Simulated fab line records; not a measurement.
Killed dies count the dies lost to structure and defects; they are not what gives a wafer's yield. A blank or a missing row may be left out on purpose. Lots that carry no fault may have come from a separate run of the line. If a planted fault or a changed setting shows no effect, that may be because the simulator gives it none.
Matching of chambers -- flow n5_finfet -- N5_BEOL_M6_CURE_75 on uv_cure-02: 3 sister chambers
The step cures SiCOH lowk, time 120 s. 6 wafers are shown with their chamber, then 10 later ones without.

WAFERS PAIRED WITH THEIR CHAMBERS
wafer,chamber,wafer_temp_C_max,lamp_power_pct (%)
L078.5,2,371.1,52.24
L078.6,2,371.5,52.26
L083.5,1,372.3,52.37
L083.6,1,372.3,52.21
L085.2,0,371.1,52.24
L085.3,0,370.7,52.34

WAFERS WITH NO CHAMBER GIVEN
wafer,wafer_temp_C_max,lamp_power_pct (%)
L085.5,370.9,52.29
L093.1,371.0,52.33
L093.4,370.9,52.26
L093.5,371.0,52.28
L092.2,372.5,52.39
L092.4,371.8,52.38
L092.6,372.6,52.23
L094.1,371.0,52.30
L094.2,371.1,52.29
L094.4,371.3,52.30

CHAMBER TAKEN BY EACH
wafer,from the rows above,in truth
L085.5,can't be placed: 0 or 2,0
L093.1,can't be placed: 0 or 2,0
L093.4,can't be placed: 0 or 2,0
L093.5,can't be placed: 0 or 2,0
L092.2,1,1
L092.4,can't be placed: 1 or 2 or 0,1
L092.6,1,1
L094.1,can't be placed: 0 or 2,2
L094.2,can't be placed: 0 or 2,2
L094.4,can't be placed: 2 or 0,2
Correctly placed: 2 of 10. Can't be placed from these rows: 8 (the true chamber is among the candidates in 8). Placed wrongly: 0.
How it was worked out, from the rows above alone: a wafer's distance from a chamber is the root of the sum, over the readings, of the square of ((its reading less the chamber's mean) divided by the reading's scatter). If the next closest chamber is less than 2 further off than the closest, the wafer can't be placed; otherwise it belongs to the closest. Each chamber's mean is taken over the wafers shown for it. How the scatter is found: for the shown wafers, subtract from each reading the mean of its chamber, square and add these, divide the total by (wafers less chambers), then take the root.
